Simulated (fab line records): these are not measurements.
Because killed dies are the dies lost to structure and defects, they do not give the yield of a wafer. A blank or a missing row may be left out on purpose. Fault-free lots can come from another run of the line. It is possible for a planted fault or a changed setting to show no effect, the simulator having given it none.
Which of the tools did it? ; flow n5_finfet ; 27 wafers from 9 lots sampled at 5 of the route's 1938 steps

WHAT THE GAUGES READ, wafer by wafer
N5_BEOL_M4_CD_MEAS_18: pitch 36 nm, target cd 18 nm.
lot;measured;on;cd_nm (nm)
L919;day 8 18:59;cd_sem-02;18.4 18.5 18.5
L920;day 8 19:36;cd_sem-03;18.2 17.7 17.6
L921;day 9 00:29;cd_sem-03;17.5 17.7 18.4
L922;day 9 00:37;cd_sem-03;17.9 17.6 18.3
L925;day 10 00:50;cd_sem-03;18.4 18.3 17.7
L927;day 10 06:44;cd_sem-03;18.1 17.9 18.2
L929;day 11 06:22;cd_sem-01;18.2 18.1 18.2
L935;day 12 10:11;cd_sem-01;17.9 18.0 18.6
L937;day 13 05:41;cd_sem-03;17.5 18.0 17.8

N5_BEOL_M4_RC_MEAS_101.
lot;measured;on;DIBL_N (mV/V);DIBL_P (mV/V);IOFF_N (nA/um);IOFF_P (nA/um);ION_N (uA/um);ION_P (uA/um);SS_N (mV/dec);SS_P (mV/dec);VT_N (mV);VT_P (mV)
L919;day 9 02:08;prober-02;34.0 36.0 33.7;33.8 37.2 33.5;0.141 0.186 0.142;0.19 0.26 0.19;683 685 678;462 468 465;71.2 71.9 70.4;72.1 73.3 72.3;250 245 249;-250 -246 -250
L920;day 9 03:11;prober-01;33.4 34.5 38.2;31.3 33.0 37.4;0.106 0.128 0.184;0.17 0.19 0.25;662 681 683;458 469 470;70.5 71.2 72.4;72.4 73.6 74.7;255 252 248;-253 -251 -248
L921;day 9 07:03;prober-02;36.1 37.1 35.4;34.7 34.5 32.9;0.165 0.181 0.140;0.21 0.20 0.18;674 694 678;460 468 464;72.0 72.9 71.3;72.9 73.0 72.6;248 248 251;-251 -252 -252
L922;day 9 06:25;prober-01;32.8 30.9 34.8;32.8 30.8 34.6;0.124 0.101 0.152;0.17 0.14 0.19;669 638 676;460 444 460;71.5 69.9 71.7;72.4 71.8 72.7;251 256 247;-251 -255 -252
L925;day 10 09:34;prober-01;36.5 35.9 37.2;35.5 34.9 35.3;0.148 0.127 0.156;0.22 0.20 0.22;666 666 662;462 464 453;71.8 71.2 71.4;73.4 73.2 73.3;252 252 254;-249 -250 -246
L927;day 10 16:27;prober-01;34.5 37.3 37.2;35.2 38.2 37.7;0.134 0.171 0.164;0.16 0.20 0.20;678 684 682;463 462 461;71.0 72.0 71.2;72.7 74.3 74.1;251 247 250;-255 -254 -252
L929;day 11 12:53;prober-01;35.4 34.8 34.9;35.9 35.0 34.9;0.176 0.153 0.155;0.23 0.21 0.21;693 682 678;478 471 470;71.7 70.9 70.7;73.7 73.1 73.3;246 249 248;-247 -248 -250
L935;day 13 05:15;prober-02;33.4 34.1 34.6;34.3 34.8 35.3;0.121 0.133 0.136;0.14 0.15 0.15;668 677 677;450 455 456;71.4 71.6 71.7;72.9 72.9 72.8;253 250 250;-256 -257 -258
L937;day 13 17:22;prober-01;34.4 33.9 36.7;34.9 34.4 37.3;0.137 0.128 0.166;0.18 0.18 0.21;666 659 675;456 456 459;71.0 71.1 71.2;72.7 72.4 73.2;251 252 250;-253 -255 -253

WHICH TOOL RAN EACH LOT (tool, then ch and the chambers of the sampled wafers, then the start)
lot;N5_BEOL_M4_ETCH_63;N5_BEOL_M4_ETCH_69;N5_BEOL_M4_TRENCH_ETCH_37
L919;rie_diel-01 ch 1,2, day 8 18:36;rie_diel-06 ch 0,2, day 8 19:28;rie_diel-03 ch 0,1,2, day 9 02:08 or earlier
L920;rie_diel-06 ch 0,1,3, day 8 19:08;rie_diel-03 ch 0,1, day 8 20:06;rie_diel-01 ch 0,1, day 9 03:11 or earlier
L921;rie_diel-06 ch 0,1, day 9 00:02;rie_diel-06 ch 0,3, day 9 00:59;rie_diel-03 ch 0,1,2, day 9 07:03 or earlier
L922;rie_diel-03 ch 0,1,2, day 9 00:14;rie_diel-06 ch 0,1,3, day 9 01:14;rie_diel-01 ch 1,2, day 9 06:25 or earlier
L925;rie_diel-01 ch 0,2,3, day 10 00:26;rie_diel-01 ch 0,3, day 10 02:20;rie_diel-01 ch 0,3, day 10 09:34 or earlier
L927;rie_diel-06 ch 2,3, day 10 06:19;rie_diel-03 ch 0,3, day 10 07:23;rie_diel-01 ch 0,2,3, day 10 16:27 or earlier
L929;rie_diel-03 ch 0,1,3, day 11 05:26;rie_diel-01 ch 0,2,3, day 11 07:47;rie_diel-03 ch 0,1,2, day 11 12:53 or earlier
L935;rie_diel-06 ch 0,1, day 12 09:43;rie_diel-06 ch 0,1, day 12 10:49;rie_diel-06 ch 1,2,3, day 13 05:15 or earlier
L937;rie_diel-06 ch 1,3, day 13 05:17;rie_diel-06 ch 2,3, day 13 06:22;rie_diel-06 ch 1,2,3, day 13 17:22 or earlier
- N5_BEOL_M4_ETCH_63: etches SiARC in CF4, target depth 15.6 nm, time 26 s.
- N5_BEOL_M4_ETCH_69: etches SiARC in CF4, target depth 15.6 nm, time 26 s.
- N5_BEOL_M4_TRENCH_ETCH_37: etches SiOC in C4F6/O2, target depth 55.555 nm, time 29.2 s.

AS READ BY THE TOOLS THEMSELVES (means over the sampled wafers that have a number; for cases with no such wafer, the mark the record gives instead)
N5_BEOL_M4_ETCH_63.
lot;tool;drypump_motor_current_A (A);etch_rf_on_time_s (s);oes_product_au (a.u.);rf_fwd_power_W (W);rf_vpp_V (V);showerhead_plenum_p_Torr (Torr);throttle_valve_pct (%)
L919;rie_diel-01;5.4;25.3;0.68;530.5;184.2;2.19;15.49
L920;rie_diel-06;5.9;26.2;0.67;531.1;185.6;2.23;15.58
L921;rie_diel-06;6.3;25.7;0.61;532.0;185.0;2.20;15.66
L922;rie_diel-03;5.2;25.9;0.69;531.3;184.9;2.19;15.59
L925;rie_diel-01;6.0;25.4;0.73;532.2;184.2;2.23;15.39
L927;rie_diel-06;6.0;26.0;0.83;531.1;185.0;2.16;15.29
L929;rie_diel-03;5.5;25.4;0.67;530.3;183.8;2.14;15.56
L935;rie_diel-06;6.0;26.2;0.58;531.9;185.0;2.20;15.74
L937;rie_diel-06;6.2;26.6;0.64;530.5;185.8;2.21;15.61

N5_BEOL_M4_ETCH_69.
lot;tool;drypump_motor_current_A (A);etch_rf_on_time_s (s);oes_product_au (a.u.);rf_fwd_power_W (W);rf_vpp_V (V);showerhead_plenum_p_Torr (Torr);throttle_valve_pct (%)
L919;rie_diel-06;6.1;26.2;0.59;532.9;184.0;2.14;15.72
L920;rie_diel-03;5.3;25.9;0.71;532.0;183.8;2.18;15.41
L921;rie_diel-06;5.5;26.4;0.73;531.2;185.5;2.25;15.49
L922;rie_diel-06;5.9;26.2;0.67;531.1;184.5;2.23;15.59
L925;rie_diel-01;6.5;25.6;0.77;531.5;185.2;2.20;15.35
L927;rie_diel-03;5.7;25.6;0.70;529.8;183.6;2.09;15.53
L929;rie_diel-01;6.0;25.6;0.71;533.2;185.4;2.22;15.43
L935;rie_diel-06;6.3;37.7;0.50;536.0;183.2;2.19;15.72
L937;rie_diel-06;6.0;31.9;0.72;533.8;184.4;2.15;15.32

N5_BEOL_M4_TRENCH_ETCH_37.
lot;tool;drypump_motor_current_A (A);oes_product_au (a.u.);rf_fwd_power_W (W);rf_vpp_V (V);showerhead_plenum_p_Torr (Torr);throttle_valve_pct (%)
L919;rie_diel-03;5.2;0.81;347.8;664;2.90;20.82
L920;rie_diel-01;6.1;0.73;350.5;658;2.89;20.76
L921;rie_diel-03;5.2;0.81;346.4;664;2.90;20.83
L922;rie_diel-01;5.5;0.72;350.3;650;2.82;20.79
L925;rie_diel-01;6.4;0.89;349.9;674;2.92;20.55
L927;rie_diel-01;6.0;0.84;350.3;671;2.95;20.64
L929;rie_diel-03;5.2;0.79;346.9;664;2.89;20.85
L935;rie_diel-06;6.1;0.84;350.5;664;2.91;20.73
L937;rie_diel-06;6.1;0.83;350.0;664;2.91;20.74

THE ANSWER, worked out from the rows above alone
Rule: what is usual is taken from the lots themselves. The widest of any qualifying gaps counts: lots, ordered by their means at a reading, are off when they make up no more than a third of the lots, leave a main group of 4 or more, and stand apart from it by 3 or more times the standard deviation of that group's means. A main group is skipped when, at the precision printed for the reading in the tables above, its means are all equal. A lot without any number at a reading at which 4 lots or more have one is off too. The other lots that the step has rows for count as sound. After the gauges, taken in route order, come the tools' own readings; for these a lot's mean is taken, as printed above. At the first step where some lot is off, the reading lying furthest off is the one used; lots without a number count as furthest.
Off: L935, L937 (N5_BEOL_M4_ETCH_69, etch_rf_on_time_s). The main group has a mean of 25.9 s with a standard deviation of 0.31.
A tool fits if, at that step or a process step before it, it ran every lot that is off, and no sound lot after the first of them. One fits: N5_BEOL_M4_ETCH_63 and N5_BEOL_M4_ETCH_69 on rie_diel-06. At N5_BEOL_M4_ETCH_63 its last sound lot is L927 (day 10 06:19), its first lot that is off L935 (day 12 09:43): a fault that began between those two fits.

WHAT HAD BEEN PUT IN BY THE SIMULATOR
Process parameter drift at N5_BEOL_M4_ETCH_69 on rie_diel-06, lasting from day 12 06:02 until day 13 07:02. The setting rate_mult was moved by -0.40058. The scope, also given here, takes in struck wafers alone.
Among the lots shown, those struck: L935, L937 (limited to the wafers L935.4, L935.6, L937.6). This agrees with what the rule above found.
